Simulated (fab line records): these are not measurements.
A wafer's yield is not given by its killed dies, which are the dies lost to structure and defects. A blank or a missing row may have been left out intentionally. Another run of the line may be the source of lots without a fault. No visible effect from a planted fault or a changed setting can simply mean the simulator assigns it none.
fab line records	flow n5-finfet
record lots=9	wafers=27	last-day=21
route steps=1938 shown BEOL_M2@877 BEOL_M4@1111 PASSIVATION@1936
lots that met no fault: from a run of the same line without faults
start-h: hours from the record's opening day to when the first of the lot's shown wafers began	wait-h: time in hours since the lot's previous step	" the same as in the row above	L1.1+2: a single row standing in for several wafers	- no value, or no start given	* or withheld: withheld	< > ~ a bound
route shown NAME@n: a module of which the file shows steps, and the number in the route of the first	usual: the fault-free wafers' mean and standard deviation	same: alike in all rows	chamber/n: place in a boat	sites: per-site readings	_std_site: their standard deviation	_edge_site: outer sites' mean less inner sites'	radius-mm: how far each site lies from the wafer's centre	mask NAME#n: copy n	behind: the last tool/chamber to shape the wafer	hold: why the lot was held/for how many hours/how that ended	device: transistor that didn't switch, given as n, p or np	end of line: the tests these same wafers got at the end of their route	for a step that has no rows: nothing shown but its recipe	killed: at the first sort, the dies lost to defects and structure; wafer yield is something else	map: dies across one wafer; x = killed, . = not, _ = none there
set.NAME: the setting as run; set.NAME@STEP: as run at that earlier step	model.NAME: the simulator's own value behind a step, which no gauge read
the route's steps for a sample of lots (tables are steps, rows are wafers)
services: a tool's chamber out of use, with start hour (start-h, from the record's first day; less than 0 if before it), hours out, and reason
## steps
# step N5_BEOL_M2_OVL_MEAS_29
# recipe points-per-wafer=522
# usual V1_OVL=-0.4/0.69
lot.wafer	tool	chamber	start-h	wait-h	V1_OVL[nm]
L704.1	overlay-02	0	166.48	0.0	-0.9
L704.4	"	0	"	"	-1.5
L704.6	"	0	"	"	-0.2
L705.4	overlay-01	0	167.63	0.0	-0.8
L705.5	"	0	"	"	-0.8
L705.6	"	0	"	"	-0.3
L708.1	overlay-02	0	186.60	0.0	-1.2
L708.2	"	0	"	"	-1.1
L708.4	"	0	"	"	-0.8
L710.2	overlay-02	0	199.42	0.0	-0.4
L710.3	"	0	"	"	-0.5
L710.4	"	0	"	"	-1.6
L711.4	overlay-01	0	200.47	0.0	-1.0
L711.5	"	0	"	"	-0.5
L711.6	"	0	"	"	-1.3
L715.2	overlay-02	0	217.46	0.0	-1.6
L715.5	"	0	"	"	-1.7
L715.6	"	0	"	"	-1.8
L717.3	overlay-01	0	228.04	0.0	-0.3
L717.5	"	0	"	"	0.0
L717.6	"	0	"	"	-0.7
L721.1	overlay-01	0	251.14	0.0	-0.3
L721.5	"	0	"	"	-0.6
L721.6	"	0	"	"	-0.7
L723.3	overlay-02	0	275.95	0.0	0.6
L723.4	"	0	"	"	1.2
L723.6	"	0	"	"	0.9
# step N5_BEOL_M2_STRIP_36
# recipe chemistry=N2/H2	power-w=450	temp-c=40	pressure-mtorr=20	rf-frequency-hz=6e+07	overash-fraction=0.3	bias-power-w=7	h2-frac=0.5	n2-flow-sccm=200	h2-flow-sccm=200
# usual bias-power-w=6.998/0.02	drypump-motor-current-A=5.7/0.4	oes-product-au=0.80/0.099	rf-vpp-V=59.3/1.3	showerhead-plenum-p-Torr=2.58/0.099	throttle-valve-pct=23.73/0.17
lot.wafer	tool	chamber	start-h	wait-h	bias-power-w	drypump-motor-current-A	oes-product-au	rf-hours-counter-h	rf-vpp-V	showerhead-plenum-p-Torr	throttle-valve-pct
L704.1	rie-diel-05	2	169.90	0.0	7.001	5.8	0.69	221	57.2	2.61	23.85
L704.4	"	2	"	"	7.002	5.8	0.71	-	58.3	2.61	23.86
L704.6	"	0	"	"	6.976	6.3	0.93	-	60.7	2.61	23.84
L705.4	rie-diel-02	1	175.21	0.0	6.980	5.8	0.73	165	58.5	2.64	23.58
L705.5	"	1	"	"	7.006	5.8	0.74	-	58.0	2.64	23.60
L705.6	"	2	"	"	6.939	5.7	0.80	-	60.6	2.68	23.96
L708.1	rie-diel-02	1	198.81	0.0	6.996	5.8	0.73	174	59.3	2.63	23.56
L708.2	"	2	"	"	7.001	5.7	0.80	104	61.8	2.67	23.98
L708.4	"	3	"	"	7.029	5.6	0.75	152	59.6	2.43	23.83
L710.2	rie-diel-04	3	240.80	0.0	7.029	5.2	1.00	5	61.8	2.60	23.73
L710.3	"	0	"	"	7.009	6.1	0.91	25	59.5	2.71	23.56
L710.4	"	2	"	"	6.983	5.2	0.68	235	59.1	2.49	23.56
L711.4	rie-diel-02	2	240.84	0.0	6.993	5.7	0.78	117	59.3	2.67	23.99
L711.5	"	2	"	"	6.991	5.7	0.80	-	59.8	2.67	24.00
L711.6	"	1	"	"	6.966	5.8	0.73	-	57.9	2.63	23.62
L715.2	rie-diel-05	0	281.97	0.0	6.995	6.4	0.84	48	56.8	2.59	23.84
L715.5	"	3	"	"	7.014	6.5	0.67	-	57.5	2.61	23.71
L715.6	"	0	"	"	7.016	6.3	0.85	-	60.8	2.59	23.90
L717.3	rie-diel-04	1	288.31	0.0	7.038	5.6	0.85	80	58.6	2.46	23.85
L717.5	"	3	"	"	7.028	5.1	0.96	-	58.8	2.59	23.77
L717.6	"	2	"	"	7.027	5.1	0.67	-	58.8	2.49	23.54
L721.1	rie-diel-05	1	294.75	0.0	6.978	5.4	0.88	36	59.5	2.71	23.72
L721.5	"	3	"	"	7.009	6.6	0.68	-	59.2	2.61	23.70
L721.6	"	2	"	"	6.970	5.8	0.97	-	59.5	2.60	23.48
L723.3	rie-diel-02	3	313.72	0.0	7.005	5.6	0.74	191	55.3	2.42	23.88
L723.4	"	0	"	"	6.989	5.6	0.68	235	59.1	2.40	23.56
L723.6	"	1	"	"	6.997	5.8	0.71	-	58.4	2.62	23.64
# step N5_BEOL_M2_ETCH_41
# recipe chemistry=CH3F/O2	target=SiCN	target-depth-a=299	taper-deg=2	time-s=52.5	ion-energy-ev=120	mask-material=TiN	pressure-mtorr=30	source-w=395	bias-w=75	Ar_flow_sccm=150	CH3F_flow_sccm=30	O2_flow_sccm=20
# usual drypump-motor-current-A=5.7/0.4	oes-product-au=0.80/0.097	rf-vpp-V=297.8/1.6	showerhead-plenum-p-Torr=2.03/0.074	throttle-valve-pct=16.34/0.17
lot.wafer	tool	chamber	start-h	wait-h	drypump-motor-current-A	oes-product-au	rf-hours-counter-h	rf-vpp-V	showerhead-plenum-p-Torr	throttle-valve-pct
L704.1	rie-diel-05	2	169.97	-	5.7	0.69	221	298.6	2.06	16.72
L704.4	"	2	"	"	5.8	0.70	-	297.1	2.06	16.73
L704.6	"	0	"	"	6.3	0.92	-	298.1	2.04	16.16
L705.4	rie-diel-02	1	175.28	-	5.7	0.74	165	297.7	2.08	16.32
L705.5	"	1	"	"	5.8	0.73	-	298.2	2.08	16.32
L705.6	"	2	"	"	5.7	0.80	-	298.8	2.10	16.35
L708.1	rie-diel-02	1	198.88	-	5.8	0.73	174	300.0	2.08	16.35
L708.2	"	2	"	"	5.7	0.80	104	297.6	2.09	16.37
L708.4	"	3	"	"	5.6	0.76	152	295.7	1.92	16.50
L710.2	rie-diel-04	3	240.87	-	5.1	1.00	5	296.6	2.04	16.08
L710.3	"	0	"	"	6.1	0.91	25	299.9	2.12	16.12
L710.4	"	2	"	"	5.2	0.68	235	295.4	1.97	16.52
L711.4	rie-diel-02	2	240.91	-	5.7	1.09	117	300.6	2.09	16.41
L711.5	"	2	"	"	5.6	1.10	-	299.9	2.09	16.39
L711.6	"	1	"	"	5.7	1.01	-	300.1	2.07	16.37
L715.2	rie-diel-05	0	282.04	-	6.3	0.87	48	297.7	2.03	16.26
L715.5	"	3	"	"	6.5	0.68	-	299.8	2.06	16.54
L715.6	"	0	"	"	6.3	0.86	-	297.1	2.03	16.24
L717.3	rie-diel-04	1	288.38	-	5.6	0.84	80	297.3	1.94	16.47
L717.5	"	3	"	"	5.2	0.94	-	299.2	2.04	16.09
L717.6	"	2	"	"	5.1	0.67	-	296.5	1.97	16.55
L721.1	rie-diel-05	1	294.82	-	5.4	0.87	36	299.3	2.13	16.08
L721.5	"	3	"	"	6.6	0.68	-	297.8	2.06	16.53
L721.6	"	2	"	"	5.7	0.98	-	297.4	2.05	16.30
L723.3	rie-diel-02	3	313.79	-	5.6	0.73	191	296.9	1.90	16.58
L723.4	"	0	"	"	5.6	0.68	235	294.8	1.90	16.40
L723.6	"	1	"	"	5.8	0.71	-	298.1	2.06	16.42
# step N5_BEOL_M2_SURFACE_TREAT_85
# recipe gas=Ar	time-s=*	ion-energy-ev=*	ion-current-ma-cm2=0.5	pressure-mtorr=*	ar-flow-sccm=30
# usual throttle-valve-pct=*
lot.wafer	tool	chamber	start-h	wait-h	throttle-valve-pct
L704.1	pvd-sputter-01	-	170.79	0.1	*
L704.4	"	-	"	"	*
L704.6	"	-	"	"	*
L705.4	pvd-sputter-01	-	176.15	0.1	*
L705.5	"	-	"	"	*
L705.6	"	-	"	"	*
L708.1	pvd-sputter-03	-	200.30	0.3	*
L708.2	"	-	"	"	*
L708.4	"	-	"	"	*
L710.2	pvd-sputter-02	-	241.51	0.1	*
L710.3	"	-	"	"	*
L710.4	"	-	"	"	*
L711.4	pvd-sputter-01	-	241.59	0.0	*
L711.5	"	-	"	"	*
L711.6	"	-	"	"	*
L715.2	pvd-sputter-02	-	283.13	0.1	*
L715.5	"	-	"	"	*
L715.6	"	-	"	"	*
L717.3	pvd-sputter-02	-	289.04	0.1	*
L717.5	"	-	"	"	*
L717.6	"	-	"	"	*
L721.1	pvd-sputter-01	-	295.53	0.2	*
L721.5	"	-	"	"	*
L721.6	"	-	"	"	*
L723.3	pvd-sputter-02	-	314.69	0.2	*
L723.4	"	-	"	"	*
L723.6	"	-	"	"	*
# step N5_BEOL_M4_RC_MEAS_101
# usual DIBL_N=36.3/1.1	DIBL_P=36.3/1.4	IOFF_N=0.155/0.019	IOFF_P=0.211/0.027	ION_N=672/8.5	ION_P=462/5.8	SS_N=71.5/0.56	SS_P=73.3/0.52	VT_N=249.9/2.5	VT_P=-249.8/2.8
lot.wafer	tool	chamber	start-h	wait-h	DIBL_N[mV/V]	DIBL_P[mV/V]	IOFF_N[nA/um]	IOFF_P[nA/um]	ION_N[uA/um]	ION_P[uA/um]	SS_N[mV/dec]	SS_P[mV/dec]	VT_N[mV]	VT_P[mV]
L704.1	prober-01	0	219.84	0.0	35.0	36.1	0.126	0.198	669	459	70.9	72.1	255.9	-249.1
L704.4	"	0	"	"	35.6	37.4	0.148	0.235	679	473	71.3	73.1	248.9	-247.1
L704.6	"	0	"	"	36.1	37.8	0.149	0.227	668	458	71.5	72.3	251.6	-248.8
L705.4	prober-01	0	238.37	0.5	37.2	37.1	0.172	0.244	676	472	71.9	73.9	248.4	-244.4
L705.5	"	0	"	"	36.5	36.6	0.161	0.243	672	467	71.8	73.0	247.0	-247.3
L705.6	"	0	"	"	35.9	35.2	0.140	0.227	669	469	71.0	72.7	252.1	-248.4
L708.1	prober-02	0	289.57	0.0	36.7	37.0	0.177	0.217	689	466	71.6	74.0	250.4	-248.3
L708.2	"	0	"	"	37.7	37.7	0.182	0.223	677	459	72.3	73.2	245.9	-247.1
L708.4	"	0	"	"	36.1	34.9	0.156	0.183	670	456	71.0	73.2	249.7	-251.6
L710.2	prober-02	0	311.20	0.2	35.9	36.0	0.138	0.162	662	451	71.5	73.4	250.9	-255.3
L710.3	"	0	"	"	35.7	35.8	0.138	0.165	671	455	71.1	72.9	253.8	-253.9
L710.4	"	0	"	"	35.2	35.6	0.128	0.158	668	456	70.8	72.3	255.3	-256.4
L711.4	prober-02	0	322.57	0.5	36.8	35.7	0.137	0.201	677	467	70.4	72.5	250.5	-250.7
L711.5	"	0	"	"	37.9	37.1	0.163	0.222	675	468	71.6	73.2	249.0	-246.1
L711.6	"	0	"	"	37.7	37.4	0.156	0.216	672	461	71.7	74.0	248.3	-251.8
L717.3	prober-01	0	351.59	0.3	35.4	36.2	0.143	0.196	665	461	71.9	73.2	253.8	-252.5
L717.5	"	0	"	"	35.7	37.6	0.146	0.219	669	463	71.4	73.5	252.3	-248.9
L717.6	"	0	"	"	34.8	35.6	0.134	0.186	658	454	72.3	73.0	252.1	-251.9
L715.2	prober-02	0	355.04	0.2	36.0	35.6	0.151	0.238	667	468	71.7	73.2	248.3	-246.1
L715.5	"	0	"	"	34.5	33.9	0.128	0.210	662	464	70.8	72.8	253.7	-245.9
L715.6	"	0	"	"	36.7	36.1	0.169	0.253	682	467	71.6	72.9	245.5	-243.8
L721.1	prober-02	0	390.06	0.0	36.5	36.4	0.150	0.210	676	466	71.5	72.9	250.0	-250.0
L721.5	"	0	"	"	40.0	40.9	0.228	0.301	699	479	72.5	74.0	242.9	-244.8
L721.6	"	0	"	"	37.1	37.2	0.171	0.236	677	471	71.1	73.1	246.3	-247.0
L723.3	prober-01	0	401.12	0.3	35.6	35.2	0.158	0.210	682	464	72.1	73.3	248.2	-248.4
L723.4	"	0	"	"	36.3	34.7	0.159	0.200	666	459	72.0	73.4	249.2	-250.9
L723.6	"	0	"	"	36.0	35.2	0.158	0.205	675	458	71.3	73.0	249.8	-249.2
# step N5_PASSIVATION_PROBE_49
# usual defect-limited-yield=91.4/1.2	killed_at_M0_to_M3=34/10	killed_at_M4_up=14/5.1	killed-at-contacts=12/6.4	killed-at-front-end=38/9.3	killed-at-other=4/3	killed-dies=102/15	killed-open=67/12	killed-short=33/6.9	sort_bin_5_function=5.0/0.86	sort_bin_6_memory=3.2/0.58	sort-n-pass=1078/15	sort-yield-pct=91.4/1.2
# same gross-dies=1180	killed-at-back-side=0	sort_bin_4_leakage[%]=0	sort_bin_8_speed[%]=0
lot.wafer	tool	chamber	start-h	wait-h	defect-limited-yield[%]	killed_at_M0_to_M3	killed_at_M4_up	killed-at-contacts	killed-at-front-end	killed-at-other	killed-dies	killed-open	killed-short	sort_bin_5_function[%]	sort_bin_6_memory[%]	sort-n-pass	sort-yield-pct[%]
L710.4	prober-02	-	422.34	0.5	92.7	28	16	11	28	3	86	55	28	4.9	2.4	1094	92.7
L715.2	prober-02	-	468.68	0.3	91.4	22	8	18	48	6	102	64	36	4.9	3.3	1078	91.4
L715.5	prober-02	-	468.83	0.4	92.5	29	9	18	32	0	88	61	27	4.2	3.1	1092	92.5
L715.6	prober-02	-	468.88	0.5	91.0	34	10	10	51	1	106	60	46	5.8	2.5	1074	91.0
# killed by level:class
L710.4 MOL_CONTACT_COAG:geometric-particle:open=10 FIN_SAQP:geometric-particle:short=8 BEOL_M0_SAQP:geometric-particle:open=8 FIN_SAQP:geometric-particle:open=5 BEOL_M0_SAQP:geometric-particle:short=5 BEOL_M3:geometric-particle:open=5 BEOL_M4:geometric-particle:open=4 STI_FIN_REVEAL:geometric-particle:open=3
L715.2 MOL_CONTACT_COAG:geometric-particle:open=12 STI_FIN_REVEAL:geometric-particle:open=10 FIN_SAQP:geometric-particle:open=9 DUMMY_GATE:geometric-particle:open=7 GATE_CUT:geometric-particle:short=7 MOL_CONTACT_COAG:geometric-particle:short=6 BEOL_M1:geometric-particle:open=4 BEOL_M2:geometric-particle:open=4
L715.5 MOL_CONTACT_COAG:geometric-particle:open=14 BEOL_M2:geometric-particle:open=9 FIN_SAQP:geometric-particle:short=8 BEOL_M0_SAQP:geometric-particle:short=7 BEOL_M4:geometric-particle:open=6 STARTING-WAFER:geometric-particle:open=5 FIN_SAQP:geometric-particle:open=4 GATE_CUT:geometric-particle:open=4
L715.6 GATE_CUT:geometric-particle:short=10 FIN_SAQP:geometric-particle:short=8 BEOL_M0_SAQP:geometric-particle:short=8 BEOL_M2:geometric-particle:open=8 MOL_CONTACT_COAG:geometric-particle:open=7 BEOL_M0_SAQP:geometric-particle:open=7 STARTING-WAFER:geometric-particle:short=6 FIN_SAQP:geometric-particle:open=5
## services
tool	chamber	start-h	hours	kind
rie-diel-04	0	157.01	-	clean
rie-diel-04	0	157.01	-	consumable-replace:focus-ring
rie-diel-04	0	157.01	-	consumable-replace:showerhead
rie-diel-04	0	157.01	20.0	scheduled-down
rie-diel-04	0	157.01	20.0	vent-cycle
rie-diel-05	1	157.39	-	clean
rie-diel-05	1	157.39	-	consumable-replace:focus-ring
rie-diel-05	1	157.39	-	consumable-replace:showerhead
rie-diel-05	1	157.39	18.2	scheduled-down
rie-diel-05	1	157.39	18.2	vent-cycle
pvd-sputter-02	-	163.68	5.1	repair
rie-diel-05	-	172.97	2.8	pm
rie-diel-04	3	212.32	-	clean
rie-diel-04	3	212.32	-	consumable-replace:focus-ring
rie-diel-04	3	212.32	13.7	scheduled-down
rie-diel-04	3	212.32	13.7	vent-cycle
rie-diel-02	-	238.40	0.2	repair
rie-diel-02	0	251.28	2.0	repair
rie-diel-05	2	261.55	-	clean
rie-diel-05	2	261.55	-	consumable-replace:focus-ring
rie-diel-05	2	261.55	27.8	scheduled-down
rie-diel-05	2	261.55	27.8	vent-cycle
pvd-sputter-03	-	273.75	1.9	repair
rie-diel-04	2	292.39	-	clean
## key
first-sign step=N5_BEOL_M2_ETCH_41	reading=oes-product-au	direction=up	sigmas=2.7	usual=0.80	struck=1.07
effect none on later readings
met-at N5_BEOL_M2_ETCH_41
struck-lots L711
not-acting-at N5_BEOL_M2_OVL_MEAS_29,N5_BEOL_M2_STRIP_36,N5_BEOL_M2_SURFACE_TREAT_85
onset-between 198.88 240.91
fault kind=process-parameter-drift	tool=rie-diel-02	chamber=-	onset-h=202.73	steps=N5_BEOL_M2_ETCH_41	channel=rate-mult	offset=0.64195	shape=step	end-h=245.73
